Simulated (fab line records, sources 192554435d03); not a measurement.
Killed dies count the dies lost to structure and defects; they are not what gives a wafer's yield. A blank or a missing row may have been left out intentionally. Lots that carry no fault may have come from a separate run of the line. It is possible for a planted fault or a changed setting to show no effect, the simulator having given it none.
Matching of chambers || flow n5Finfet || 4 sister chambers for N5_BEOL_M10_ETCH_65 on rieDiel-02
The step etches SiARC in CF4, target depth 39 nm, time 65 s. 22 wafers are shown with their chamber, then 11 later ones without.

== WAFERS WITH THEIR CHAMBER ==
{"wafer": "L075.2", "chamber": 1, "drypumpMotorCurrentA (A)": 5.5, "showerheadPlenumPTorr (Torr)": 2.21, "throttleValvePct (%)": 16.12}
{"wafer": "L075.4", "chamber": 3, "drypumpMotorCurrentA (A)": 5.5, "showerheadPlenumPTorr (Torr)": 2.18, "throttleValvePct (%)": 15.18}
{"wafer": "L075.6", "chamber": 3, "drypumpMotorCurrentA (A)": 5.5, "showerheadPlenumPTorr (Torr)": 2.18, "throttleValvePct (%)": 15.19}
{"wafer": "L078.1", "chamber": 2, "drypumpMotorCurrentA (A)": 6.2, "showerheadPlenumPTorr (Torr)": 2.15, "throttleValvePct (%)": 15.15}
{"wafer": "L078.2", "chamber": 1, "drypumpMotorCurrentA (A)": 5.5, "showerheadPlenumPTorr (Torr)": 2.21, "throttleValvePct (%)": 16.12}
{"wafer": "L078.5", "chamber": 2, "drypumpMotorCurrentA (A)": 6.1, "showerheadPlenumPTorr (Torr)": 2.15, "throttleValvePct (%)": 15.15}
{"wafer": "L076.3", "chamber": 2, "drypumpMotorCurrentA (A)": 6.2, "showerheadPlenumPTorr (Torr)": 2.15, "throttleValvePct (%)": 15.17}
{"wafer": "L076.4", "chamber": 1, "drypumpMotorCurrentA (A)": 5.5, "showerheadPlenumPTorr (Torr)": 2.21, "throttleValvePct (%)": 16.11}
{"wafer": "L076.6", "chamber": 1, "drypumpMotorCurrentA (A)": 5.5, "showerheadPlenumPTorr (Torr)": 2.21, "throttleValvePct (%)": 16.11}
{"wafer": "L080.4", "chamber": 2, "drypumpMotorCurrentA (A)": 6.2, "showerheadPlenumPTorr (Torr)": 2.15, "throttleValvePct (%)": 15.18}
{"wafer": "L080.5", "chamber": 0, "drypumpMotorCurrentA (A)": 6.0, "showerheadPlenumPTorr (Torr)": 2.15, "throttleValvePct (%)": 15.38}
{"wafer": "L080.6", "chamber": 3, "drypumpMotorCurrentA (A)": 5.5, "showerheadPlenumPTorr (Torr)": 2.18, "throttleValvePct (%)": 15.21}
{"wafer": "L082.3", "chamber": 2, "drypumpMotorCurrentA (A)": 6.2, "showerheadPlenumPTorr (Torr)": 2.15, "throttleValvePct (%)": 15.21}
{"wafer": "L082.4", "chamber": 3, "drypumpMotorCurrentA (A)": 5.5, "showerheadPlenumPTorr (Torr)": 2.18, "throttleValvePct (%)": 15.21}
{"wafer": "L082.6", "chamber": 0, "drypumpMotorCurrentA (A)": 6.0, "showerheadPlenumPTorr (Torr)": 2.15, "throttleValvePct (%)": 15.38}
{"wafer": "L088.1", "chamber": 3, "drypumpMotorCurrentA (A)": 5.5, "showerheadPlenumPTorr (Torr)": 2.17, "throttleValvePct (%)": 15.22}
{"wafer": "L088.5", "chamber": 2, "drypumpMotorCurrentA (A)": 6.1, "showerheadPlenumPTorr (Torr)": 2.14, "throttleValvePct (%)": 15.21}
{"wafer": "L088.6", "chamber": 0, "drypumpMotorCurrentA (A)": 6.0, "showerheadPlenumPTorr (Torr)": 2.15, "throttleValvePct (%)": 15.42}
{"wafer": "L092.2", "chamber": 2, "drypumpMotorCurrentA (A)": 6.1, "showerheadPlenumPTorr (Torr)": 2.14, "throttleValvePct (%)": 15.23}
{"wafer": "L092.3", "chamber": 1, "drypumpMotorCurrentA (A)": 5.5, "showerheadPlenumPTorr (Torr)": 2.20, "throttleValvePct (%)": 15.70}
{"wafer": "L092.6", "chamber": 1, "drypumpMotorCurrentA (A)": 5.5, "showerheadPlenumPTorr (Torr)": 2.20, "throttleValvePct (%)": 15.70}
{"wafer": "L091.1", "chamber": 1, "drypumpMotorCurrentA (A)": 5.5, "showerheadPlenumPTorr (Torr)": 2.20, "throttleValvePct (%)": 15.71}

SIGNATURES (averages over the wafers above)
{"reading": "drypumpMotorCurrentA", "chamber 0": 6.000, "chamber 1": 5.500, "chamber 2": 6.157, "chamber 3": 5.500, "scatter within a chamber": 0.0309}
{"reading": "showerheadPlenumPTorr", "chamber 0": 2.1500, "chamber 1": 2.2057, "chamber 2": 2.1471, "chamber 3": 2.1780, "scatter within a chamber": 0.00468}
{"reading": "throttleValvePct", "chamber 0": 15.3933, "chamber 1": 15.9386, "chamber 2": 15.1857, "chamber 3": 15.2020, "scatter within a chamber": 0.129}
Rule: a wafer's distance from a chamber is the root of the sum, over the readings, of the square of ((its reading less the chamber's mean) divided by the reading's scatter). If the next closest chamber is less than 2 further off than the closest, the wafer can't be placed; otherwise it belongs to the closest. The scatter: the root of (the sum of the squares of (reading less its chamber's mean) over the shown wafers, divided by (wafers less chambers)).

== WAFERS MISSING THEIR CHAMBER ==
{"wafer": "L091.4", "drypumpMotorCurrentA (A)": 5.5, "showerheadPlenumPTorr (Torr)": 2.17, "throttleValvePct (%)": 15.24}
{"wafer": "L091.5", "drypumpMotorCurrentA (A)": 6.0, "showerheadPlenumPTorr (Torr)": 2.14, "throttleValvePct (%)": 15.44}
{"wafer": "L093.2", "drypumpMotorCurrentA (A)": 6.0, "showerheadPlenumPTorr (Torr)": 2.14, "throttleValvePct (%)": 15.43}
{"wafer": "L093.5", "drypumpMotorCurrentA (A)": 6.0, "showerheadPlenumPTorr (Torr)": 2.14, "throttleValvePct (%)": 15.45}
{"wafer": "L093.6", "drypumpMotorCurrentA (A)": 5.5, "showerheadPlenumPTorr (Torr)": 2.17, "throttleValvePct (%)": 15.26}
{"wafer": "L094.2", "drypumpMotorCurrentA (A)": 6.2, "showerheadPlenumPTorr (Torr)": 2.14, "throttleValvePct (%)": 15.26}
{"wafer": "L094.3", "drypumpMotorCurrentA (A)": 6.0, "showerheadPlenumPTorr (Torr)": 2.14, "throttleValvePct (%)": 15.45}
{"wafer": "L094.4", "drypumpMotorCurrentA (A)": 6.0, "showerheadPlenumPTorr (Torr)": 2.14, "throttleValvePct (%)": 15.45}
{"wafer": "L097.2", "drypumpMotorCurrentA (A)": 6.2, "showerheadPlenumPTorr (Torr)": 2.14, "throttleValvePct (%)": 15.26}
{"wafer": "L097.4", "drypumpMotorCurrentA (A)": 5.5, "showerheadPlenumPTorr (Torr)": 2.20, "throttleValvePct (%)": 15.72}
{"wafer": "L097.5", "drypumpMotorCurrentA (A)": 6.2, "showerheadPlenumPTorr (Torr)": 2.14, "throttleValvePct (%)": 15.27}

== WHICH CHAMBER EACH ONE RAN IN ==
{"wafer": "L091.4", "from the rows above": 3, "in truth": 3}
{"wafer": "L091.5", "from the rows above": 0, "in truth": 0}
{"wafer": "L093.2", "from the rows above": 0, "in truth": 0}
{"wafer": "L093.5", "from the rows above": 0, "in truth": 0}
{"wafer": "L093.6", "from the rows above": 3, "in truth": 3}
{"wafer": "L094.2", "from the rows above": 2, "in truth": 2}
{"wafer": "L094.3", "from the rows above": 0, "in truth": 0}
{"wafer": "L094.4", "from the rows above": 0, "in truth": 0}
{"wafer": "L097.2", "from the rows above": 2, "in truth": 2}
{"wafer": "L097.4", "from the rows above": 1, "in truth": 1}
{"wafer": "L097.5", "from the rows above": 2, "in truth": 2}
Correctly placed: 11 of 11. Left unplaced by these rows: 0. Number placed wrongly: 0.
